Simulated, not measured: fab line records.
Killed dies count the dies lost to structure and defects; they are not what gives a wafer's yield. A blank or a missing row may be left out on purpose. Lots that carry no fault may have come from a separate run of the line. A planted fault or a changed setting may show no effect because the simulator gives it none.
fab line records | flow n5-finfet
record: lots: 10 wafers: 28 last-day: 18
route steps=1938 shown BEOL_M4@1111 BEOL_M8@1392 BEOL_M9@1401 PASSIVATION@1936
lots that met no fault: from a run of the same line without faults
start-h: the number of hours between the record's first day and the start of the first shown wafer of the lot | wait-h: hours elapsed since this lot's preceding step | " repeats the value in the row above | L1.1+2: several wafers, shown together as one row | - either no value or no given start | * or withheld: withheld | < > ~ a bound
route shown NAME@n: a module of which the file shows steps, and the number in the route of the first | usual: mean/standard deviation of fault-free wafers | same: alike in all rows | chamber/n: place in a boat | sites: the reading at each site | _std_site: standard deviation across them | _edge_site: mean of outer sites minus mean of inner sites | radius-mm: how far each site lies from the wafer's centre | mask NAME#n: copy n | behind: the last tool/chamber to shape the wafer | hold: the reason the lot was held/the length of the hold in hours/how it ended | device: the transistor (n, p or np) that didn't switch | end of line: tests of these same wafers at the route's end | for a step that has no rows: nothing shown but its recipe | killed: dies that structure and defects cost at the first sort, which is not the same as the wafer's yield | map: per-die view of a wafer (x killed, . not killed, _ where there is no die)
set.NAME: the setting that was run; set.NAME@STEP: the one run at that earlier step | model.NAME: the simulator's own value behind a step, which no gauge read
the route's steps for a sample of lots (tables are steps, rows are wafers)
services: a tool's chamber out of use, with start hour (start-h, from the record's first day; less than 0 if before it), hours out, and reason
== steps ==
step: N5_BEOL_M4_RC_MEAS_101
usual: DIBL_N: 37.0/2.3 DIBL_P: 37.3/2.8 IOFF_N: 0.17/0.046 IOFF_P: 0.23/0.054 ION_N: 675/14 ION_P: 460/9.3 SS_N: 71.7/0.73 SS_P: 73.6/0.95 VT_N: 249/3.9 VT_P: -250/3.9
columns lot.wafer tool chamber start-h wait-h DIBL_N[mV/V] DIBL_P[mV/V] IOFF_N[nA/um] IOFF_P[nA/um] ION_N[uA/um] ION_P[uA/um] SS_N[mV/dec] SS_P[mV/dec] VT_N[mV] VT_P[mV]
L238.4 prober-02 0 167.30 0.5 40.3 40.9 0.23 0.31 680 471 72.2 74.8 243 -246
L238.5 " 0 " " 37.1 35.4 0.15 0.21 676 464 71.3 73.7 251 -251
L238.6 " 0 " " 43.8 44.8 0.36 0.42 712 478 73.7 76.2 240 -243
L239.3 prober-02 0 170.31 0.3 37.4 37.6 0.19 0.22 677 457 72.1 73.7 250 -249
L239.4 " 0 " " 36.8 37.4 0.17 0.22 667 453 71.1 75.0 249 -251
L239.5 " 0 " " 39.6 40.9 0.25 0.29 688 457 72.2 76.1 245 -248
L240.2 prober-02 0 173.38 0.2 39.7 40.0 0.23 0.29 673 460 72.5 74.6 247 -249
L240.3 " 0 " " 36.8 37.0 0.16 0.21 670 462 71.8 74.2 250 -252
L240.4 " 0 " " 33.8 34.2 0.13 0.18 662 458 71.0 72.5 250 -252
L241.3 prober-02 0 190.91 0.3 37.5 37.8 0.18 0.19 682 454 72.0 73.1 248 -252
L241.4 " 0 " " 36.0 36.8 0.16 0.18 676 453 71.0 73.5 249 -254
L241.5 " 0 " " 41.5 43.3 0.27 0.28 694 461 73.1 75.4 244 -246
L247.5 prober-02 0 222.87 0.6 35.7 35.0 0.15 0.23 677 468 71.5 73.0 250 -246
L247.6 " 0 " " 41.2 42.4 0.27 0.37 700 473 73.1 74.4 244 -243
L249.1 prober-01 0 235.41 0.0 37.4 35.9 0.17 0.19 670 458 71.4 73.9 247 -251
L249.5 " 0 " " 37.1 36.5 0.15 0.20 650 450 71.0 72.9 252 -251
L251.1 prober-02 0 250.89 0.0 36.1 38.2 0.19 0.28 668 459 71.0 74.4 243 -245
L251.5 " 0 " " 33.9 34.1 0.14 0.21 673 458 70.5 72.7 251 -250
L251.6 " 0 " " 37.1 38.5 0.23 0.30 694 469 71.8 74.5 241 -245
L253.3 prober-01 0 275.61 0.3 36.8 37.9 0.16 0.22 677 459 71.4 72.9 249 -250
L253.5 " 0 " " 39.9 41.1 0.19 0.27 679 466 72.4 74.2 248 -249
L253.6 " 0 " " 36.6 36.6 0.16 0.19 673 457 71.0 73.1 248 -252
L252.1 prober-01 0 280.83 0.0 34.0 32.0 0.10 0.16 656 456 70.8 72.3 256 -253
L252.2 " 0 " " 40.2 40.6 0.21 0.31 663 458 73.1 74.7 250 -247
L252.5 " 0 " " 38.4 38.3 0.18 0.26 656 453 73.0 74.2 247 -249
L261.3 prober-01 0 318.13 0.3 37.3 38.5 0.16 0.18 675 450 72.0 74.2 252 -257
L261.4 " 0 " " 37.0 38.7 0.17 0.18 675 449 71.9 73.9 251 -256
L261.6 " 0 " " 33.1 34.3 0.10 0.13 656 445 70.3 72.1 256 -258
step: N5_BEOL_M8_SPUTTER_48
recipe: material: Cu target-thk-a: 100 temp-c: -20 bias-v: 60 power-w: 26000 chamber-pressure-pa: 0.13 time-s: 1.667
usual: throttle-valve-pct: 30.1/0.93
columns lot.wafer tool chamber start-h wait-h throttle-valve-pct
L240.2 pvd-sputter-02 - 211.58 1.5 29.9
L240.3 " - " " 29.8
L240.4 " - " " 30.4
L238.4 pvd-sputter-01 - 214.33 0.1 30.7
L238.5 " - " " 28.8
L238.6 " - " " 30.2
L239.3 pvd-sputter-03 - 214.49 0.1 30.2
L239.4 " - " " 31.1
L239.5 " - " " 29.9
L241.3 pvd-sputter-03 - 226.16 0.1 29.0
L241.4 " - " " 30.1
L241.5 " - " " 29.3
L247.5 pvd-sputter-03 - 263.11 0.3 30.1
L247.6 " - " " 30.8
L249.1 pvd-sputter-02 - 268.65 0.1 30.1
L249.5 " - " " 30.1
L251.1 pvd-sputter-01 - 299.16 0.2 28.6
L251.5 " - " " 30.6
L251.6 " - " " 29.9
L253.3 pvd-sputter-03 - 320.99 0.1 31.9
L253.5 " - " " 29.3
L253.6 " - " " 31.9
L252.1 pvd-sputter-03 - 321.43 0.1 28.8
L252.2 " - " " 31.5
L252.5 " - " " 30.8
L261.3 pvd-sputter-01 - 353.85 0.2 28.6
L261.4 " - " " 28.7
L261.6 " - " " 30.6
step: N5_BEOL_M8_CMP_52
recipe: stop-on: SiCOH_lowk t-overpolish-s: 6.9 down-force-psi: 1 platen-rpm: 50 clearing-platen-down-force-psi: 1.5 clearing-platen-rpm: 50 post-cmp-clean: cu-alkaline target-thk-nm: 80 clearing-platen-pad-velocity-m-s: 0.99484 pad-velocity-m-s: 0.99484
usual: barrier-field-endpoint-s: 28.8/1 motor-current-A: 6.1/0.6 overpolish-run-s: 6.899/0.0091 time-to-endpoint-s: 63/4.3
columns lot.wafer tool chamber start-h wait-h barrier-field-endpoint-s motor-current-A overpolish-run-s time-to-endpoint-s
L240.3 cmp-01 1 212.09 0.2 28.0 6.5 6.909 60
L240.4 " 2 " " 28.1 5.7 6.904 61
L240.2 " 0 " " 27.4 5.7 6.916 57
L238.4 cmp-03 2 215.30 0.2 28.7 5.8 6.892 63
L238.6 " 3 " " 28.8 6.1 6.888 60
L238.5 " 0 " " 28.9 5.4 6.902 67
L239.3 cmp-04 3 215.64 0.3 29.8 7.4 6.895 69
L239.4 " 0 " " 29.2 6.2 6.896 66
L239.5 " 2 " " 29.3 7.0 6.895 66
L241.4 cmp-03 0 226.79 0.1 29.2 5.5 6.884 66
L241.3 " 1 " " 27.5 6.5 6.917 58
L241.5 " 1 " " 28.2 5.8 6.898 59
L247.5 cmp-03 0 264.24 0.2 29.8 5.4 6.904 69
L247.6 " 1 " " 29.3 6.1 6.901 61
L249.1 cmp-01 3 272.87 0.4 28.4 6.5 6.908 59
L249.5 " 2 " " 29.3 5.6 6.907 66
L251.1 cmp-03 3 300.67 0.4 29.2 6.1 6.888 62
L251.6 " 0 " " 30.3 5.2 6.900 68
L251.5 " 1 " " 29.9 6.1 6.898 61
L253.3 cmp-01 0 321.82 0.3 27.0 5.6 6.889 54
L253.6 " 1 " " 28.0 6.2 6.907 59
L253.5 " 2 " " 29.4 5.8 6.919 65
L252.2 cmp-04 1 322.53 0.2 28.2 5.0 6.908 63
L252.1 " 0 " " 30.0 6.3 6.891 71
L252.5 " 1 " " 28.7 4.9 6.893 61
L261.3 cmp-01 0 354.58 0.2 26.2 6.0 6.890 57
L261.4 " 1 " " 27.7 6.5 6.900 60
L261.6 " 3 " " 27.6 6.3 6.891 63
step: N5_BEOL_M8_INSPECT_58
recipe: inspect-instrument: darkfield mode: post-dep
usual: raw-defect-count: 71/21
columns lot.wafer tool chamber start-h wait-h raw-defect-count
L240.2 defect-inspect-02 - 212.54 0.0 73
L240.3 " - " " 90
L240.4 " - " " 71
L238.4 defect-inspect-02 - 215.64 0.0 59
L238.5 " - " " 97
L238.6 " - " " 79
L239.3 defect-inspect-02 - 216.02 0.0 57
L239.4 " - " " 141
L239.5 " - " " 58
L241.3 defect-inspect-02 - 227.24 0.0 52
L241.4 " - " " 62
L241.5 " - " " 71
L247.5 defect-inspect-02 - 264.55 0.0 96
L247.6 " - " " 87
L249.1 defect-inspect-02 - 273.25 0.0 65
L249.5 " - " " 39
L251.1 defect-inspect-02 - 301.01 0.0 61
L251.5 " - " " 76
L251.6 " - " " 80
L253.3 defect-inspect-02 - 322.16 0.0 65
L253.5 " - " " 99
L253.6 " - " " 48
L252.1 defect-inspect-01 - 322.98 0.0 49
L252.2 " - " " 46
L252.5 " - " " 37
L261.3 defect-inspect-01 - 354.96 0.0 57
L261.4 " - " " 102
L261.6 " - " " 60
step: N5_BEOL_M9_ILD_DEP_00
recipe: material: SiCOH_lowk target-thk-a: 3085.1 temp-c: 300 precursor: DEMS/porogen pressure-torr: 5 rf-w: 500 time-s: 58
usual: heater-power-w: 333/40 rf-fwd-power-W: 495.7/1.9 run-length-s: 100.9/0.46 showerhead-plenum-p-Torr: 5.735/0.016 throttle-valve-pct: 13.6/0.57
columns lot.wafer tool chamber start-h wait-h heater-power-w rf-fwd-power-W run-length-s showerhead-plenum-p-Torr throttle-valve-pct
L240.2 pecvd-02 0 212.58 0.0 282 496.5 100.8 5.775 14.1
L240.3 " 2 " " 336 497.1 100.1 5.736 13.6
L240.4 " 2 " " 339 496.2 99.9 5.732 13.7
L238.4 pecvd-03 1 215.71 0.1 326 493.8 101.3 5.746 14.0
L238.5 " 0 " " 323 494.8 101.2 5.744 14.0
L238.6 " 1 " " 335 494.6 101.2 5.733 14.0
L239.3 pecvd-02 0 216.05 0.0 323 494.4 101.1 5.761 14.0
L239.4 " 1 " " 386 495.1 100.4 5.736 14.4
L239.5 " 2 " " 405 497.5 100.4 5.718 13.6
L241.3 pecvd-04 1 227.27 0.0 270 500.4 101.8 5.717 13.1
L241.4 " 0 " " 357 498.0 100.4 5.745 13.2
L241.5 " 2 " " 326 497.0 101.5 5.728 12.2
L247.5 pecvd-02 1 264.61 0.1 360 493.4 100.3 5.745 14.4
L247.6 " 0 " " 272 495.2 100.8 5.759 14.0
L249.1 pecvd-02 1 273.28 0.0 401 491.8 101.0 5.733 14.4
L249.5 " 1 " " 313 494.0 100.7 5.738 14.5
L251.1 pecvd-04 1 301.05 0.0 296 496.4 101.1 5.721 13.4
L251.5 " 1 " " 306 497.5 100.7 5.716 13.4
L251.6 " 0 " " 410 496.5 100.6 5.727 13.3
L253.3 pecvd-02 1 322.22 0.1 327 494.6 100.5 5.733 14.5
L253.5 " 1 " " 361 494.7 142.9 5.737 14.6
L253.6 " 2 " " 329 496.6 99.9 5.716 13.8
L252.1 pecvd-04 0 323.02 0.0 373 497.1 101.1 5.740 13.1
L252.2 " 2 " " 287 495.2 101.2 5.706 12.6
L252.5 " 1 " " 330 495.6 101.1 5.720 13.0
L261.3 pecvd-03 0 354.99 0.0 291 497.9 101.3 5.741 13.8
L261.4 " 1 " " 324 495.1 101.1 5.749 14.1
L261.6 " 2 " " 255 495.1 101.1 5.713 13.1
step: N5_BEOL_M9_THK_MEAS_01
recipe: reads: SiCOH_lowk_of_BEOL_M9_ILD_DEP_00
usual: M9_ILD_THK: 270/3.6
columns lot.wafer tool chamber start-h wait-h M9_ILD_THK[nm]
L240.2 film-metro-02 - 213.17 0.4 272
L240.3 " - " " 265
L240.4 " - " " 268
L238.4 film-metro-01 - 216.30 0.2 275
L238.5 " - " " 275
L238.6 " - " " 277
L239.3 film-metro-02 - 216.68 0.3 273
L239.4 " - " " 272
L239.5 " - " " 267
L241.3 film-metro-01 - 227.87 0.3 272
L241.4 " - " " 269
L241.5 " - " " 272
L247.5 film-metro-01 - 265.20 0.1 270
L247.6 " - " " 276
L249.1 film-metro-02 - 274.36 0.8 263
L249.5 " - " " 270
L251.1 film-metro-02 - 301.65 0.4 269
L251.5 " - " " 279
L251.6 " - " " 270
L253.3 film-metro-01 - 323.15 0.3 270
L253.5 " - " " 471
L253.6 " - " " 268
L252.1 film-metro-02 - 323.63 0.4 266
L252.2 " - " " 265
L252.5 " - " " 276
L261.3 film-metro-02 - 355.59 0.3 268
L261.4 " - " " 276
L261.6 " - " " 274
step: N5_PASSIVATION_PROBE_49
usual: defect-limited-yield: 91.5/1.3 killed_at_M0_to_M3: 36/10 killed_at_M4_up: 13/4.7 killed-at-contacts: 13/6.7 killed-at-front-end: 37/9.7 killed-at-other: 2.6/2.3 killed-dies: 101/15 killed-on-rim: 14/4.3 killed-open: 67/12 killed-short: 32/6.7 sort_bin_4_leakage: 0.0/0.31 sort_bin_5_function: 5.0/0.89 sort_bin_6_memory: 3.2/0.63 sort_bin_8_speed: 0.01/0.03 sort-n-pass: 1079/16 sort-yield-pct: 91.4/1.4
same: gross-dies: 1180 killed-at-back-side: 0
columns lot.wafer tool chamber start-h wait-h defect-limited-yield[%] killed_at_M0_to_M3 killed_at_M4_up killed-at-contacts killed-at-front-end killed-at-other killed-dies killed-on-rim killed-open killed-short sort_bin_4_leakage[%] sort_bin_5_function[%] sort_bin_6_memory[%] sort_bin_8_speed[%] sort-n-pass sort-yield-pct[%]
L253.3 prober-01 - 383.21 0.1 88.6 46 27 12 45 4 134 22 88 46 0 6.7 4.3 0 1046 88.6
L253.5 prober-01 - 383.31 0.2 0 24 1080 26 44 6 1180 152 73 34 0 96.2 3.6 0 0 0
L253.6 prober-01 - 383.36 0.3 91.2 30 19 16 31 8 104 15 62 40 0 4.2 4.1 0 1076 91.2
killed by level:class
L253.3 BEOL_M4:geometric-particle:open=16 FIN_SAQP:geometric-particle:open=13 BEOL_M0_SAQP:geometric-particle:short=13 FIN_SAQP:geometric-particle:short=12 BEOL_M0_SAQP:geometric-particle:open=11 MOL_CONTACT_COAG:geometric-particle:open=9 BEOL_M3:geometric-particle:open=7 STI_FIN_REVEAL:geometric-particle:open=5
L253.5 BEOL_M9:area-etch=1070 MOL_CONTACT_COAG:geometric-particle:open=20 FIN_SAQP:geometric-particle:short=15 FIN_SAQP:geometric-particle:open=14 BEOL_M3:geometric-particle:open=7 MOL_CONTACT_COAG:geometric-particle:short=6 BEOL_M0_SAQP:geometric-particle:open=6 BEOL_M4:geometric-particle:open=5
L253.6 MOL_CONTACT_COAG:geometric-particle:open=12 BEOL_M4:geometric-particle:open=10 FIN_SAQP:geometric-particle:open=9 FIN_SAQP:geometric-particle:short=8 BEOL_M0:geometric-particle:open=7 BEOL_M0_SAQP:geometric-particle:short=7 BEOL_M0_SAQP:geometric-particle:open=6 BEOL_M4:geometric-particle:short=5
== services ==
columns tool chamber start-h hours kind
cmp-03 - 190.45 4.0 pm
pecvd-04 2 195.91 3.0 repair
cmp-01 - 198.85 1.9 repair
pecvd-02 1 200.13 5.5 scheduled-down
pecvd-04 - 201.22 6.0 pm
pecvd-04 - 207.59 1.6 repair
cmp-04 - 225.15 0.9 repair
pvd-sputter-01 - 234.69 2.1 repair
pecvd-03 1 235.50 1.9 repair
cmp-03 - 238.69 5.3 pm
pvd-sputter-01 - 256.70 7.0 repair
cmp-04 - 268.51 0.4 repair
cmp-01 - 283.18 4.0 pm
pecvd-02 0 290.72 - clean
pecvd-02 0 290.72 29.5 scheduled-down
pecvd-02 0 290.72 29.5 vent-cycle
cmp-01 - 294.16 1.1 repair
pecvd-04 0 294.62 3.5 repair
cmp-04 - 308.07 4.0 pm
cmp-01 - 314.03 2.3 repair
pecvd-02 0 320.22 2.1 scheduled-down
cmp-01 - 327.65 1.2 repair
pvd-sputter-01 - 340.25 1.8 repair
cmp-04 - 350.95 1.7 repair
== key ==
first-sign: step: N5_BEOL_M9_ILD_DEP_00 reading: run-length-s direction: up sigmas: 92 usual: * struck: *
effect: step: N5_BEOL_M9_THK_MEAS_01 reading: M9_ILD_THK direction: up sigmas: 56 usual: 270 struck: 471
effect: step: N5_PASSIVATION_PROBE_49 reading: killed_at_M4_up direction: up sigmas: 99+ usual: 13 struck: 1080
more-kills-born-at: N5_BEOL_M9_ETCH_41@rie-diel-06: 1070
met-at N5_BEOL_M9_ILD_DEP_00
struck-lots L253
struck-wafers L253.5
later-rows-left-out L253.5
not-acting-at N5_BEOL_M8_SPUTTER_48,N5_BEOL_M8_CMP_52,N5_BEOL_M8_INSPECT_58
onset-between 273.28 322.22
fault: kind: process-parameter-drift tool: pecvd-02 chamber: - onset-h: 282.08 steps: N5_BEOL_M9_ILD_DEP_00 channel: time-s offset: * shape: step end-h: 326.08 scope: struck-wafers-only acts-in: * stated: *
later-rows-left-out: the simulator's readings of these wafers behind a module that went badly wrong aren't trusted and aren't shown, but for the sort
